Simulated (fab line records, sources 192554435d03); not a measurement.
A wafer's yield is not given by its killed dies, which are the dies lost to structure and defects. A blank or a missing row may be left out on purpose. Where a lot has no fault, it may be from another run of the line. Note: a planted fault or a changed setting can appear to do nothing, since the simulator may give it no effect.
Split-lot study    flow n5Finfet    route with 1938 steps; 7 lots, 21 wafers read

## SPLIT DETAILS
At N5_GATE_CUT_COAT_27 (time 60 s, resist thk 10 nm), the setting spinRpm was moved away from the recipe's 1500 rpm on 8 of the 21 wafers read, by -8.7% to +5.4%. The other wafers ran this setting at the recipe's value.

## FROM THE SPLIT TO THE READING: what the file shows between them, 3 steps
- N5_GATE_CUT_COAT_07: resist thk 30 nm
- N5_GATE_CUT_EBR_09
- N5_GATE_CUT_DESCUM_18: chemistry O2, time 7 s

## THE READING
etch.depthNm (the simulator's own value, which no gauge read), in nm, at N5_GATE_CUT_ETCH_28 (etches underlayer in N2/H2, target depth 13 nm, time 10.4 s). The file does not state a usual value for it. Average 9.996 nm, standard deviation 0.021 nm, over the 13 wafers here run with the recipe.

wafer   tool, chamber at the split  spinRpm as run, rpm  against the recipe  etch.depthNm, nm  against lot-mates on the recipe
L074.3  lithoTrack-04, 0            1442                 -3.9%               10.14             +0.153
L074.4  lithoTrack-04, 0            1500                 recipe              9.987             -
L074.6  lithoTrack-04, 0            1442                 -3.9%               10.18             +0.193
L075.2  lithoTrack-04, 0            1581                 +5.4%               9.724             -0.274
L075.3  lithoTrack-04, 0            1581                 +5.4%               9.706             -0.292
L075.5  lithoTrack-04, 0            1500                 recipe              9.998             -
L086.2  lithoTrack-04, 0            1369                 -8.7%               10.47             +0.470
L086.5  lithoTrack-04, 0            1369                 -8.7%               10.47             +0.470
L086.6  lithoTrack-04, 0            1500                 recipe              10                -
L088.1  lithoTrack-01, 0            1500                 recipe              10.01             -
L088.3  lithoTrack-01, 0            1561                 +4.1%               9.812             -0.188
L088.5  lithoTrack-01, 0            1500                 recipe              9.99              -
L089.1  lithoTrack-01, 0            1500                 recipe              9.958             -
L089.3  lithoTrack-01, 0            1500                 recipe              9.962             -
L089.4  lithoTrack-01, 0            1500                 recipe              9.973             -
L092.1  lithoTrack-05, 0            1500                 recipe              10.01             -
L092.6  lithoTrack-05, 0            1500                 recipe              10.01             -
L092.4  lithoTrack-05, 0            1500                 recipe              10.03             -
L097.1  lithoTrack-01, 0            1500                 recipe              9.995             -
L097.3  lithoTrack-01, 0            1395                 -7.0%               10.38             +0.373
L097.4  lithoTrack-01, 0            1500                 recipe              10.02             -

FIT RESULTS
A straight line over all 21 wafers: etch.depthNm changes by -0.0523 nm for each +1% of spinRpm; r = -0.99; the points scatter about the line by 0.024 nm.
The same after taking each lot's own level away (the mean of its wafers on the recipe; 21 wafers): -0.0522 nm for each +1%; r = -1.00; scatter 0.016 nm.
Per that fit: largest spinRpm move, reading shift of 0.46 nm.
Across the lots, their own levels run from 9.9643 to 10.0167 nm, a range of 2.5 times the standard deviation given above.
Hence the lot-to-lot level has little effect on the slope; both slopes agree.
Check: +0.45 nm against its lot-mates is what the line predicts for one of the wafers moved furthest among these (-8.7%) when that wafer is left out of the fit. It came out at +0.47 nm against them.

## THE WHOLE CHAIN: every reading that the file lists as answering this split, in the file's order
step                 what it does                                                 reading                                                                                change (the file's fit)                 r (the file's)
N5_GATE_CUT_COAT_27  time 60 s, resist thk 10 nm                                  underlayer_of_GATE_CUT_COAT_27.thkNm (the simulator's own value, which no gauge read)  -0.0482 nm for each +1% of the setting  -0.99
N5_GATE_CUT_ETCH_28  etches underlayer in N2/H2, target depth 13 nm, time 10.4 s  etch.depthNm (the simulator's own value, which no gauge read)                          -0.0518 nm for each +1% of the setting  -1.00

## THE FILE'S OWN FIT
etch.depthNm changes by -0.0518 nm for each +1% of spinRpm, r = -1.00.
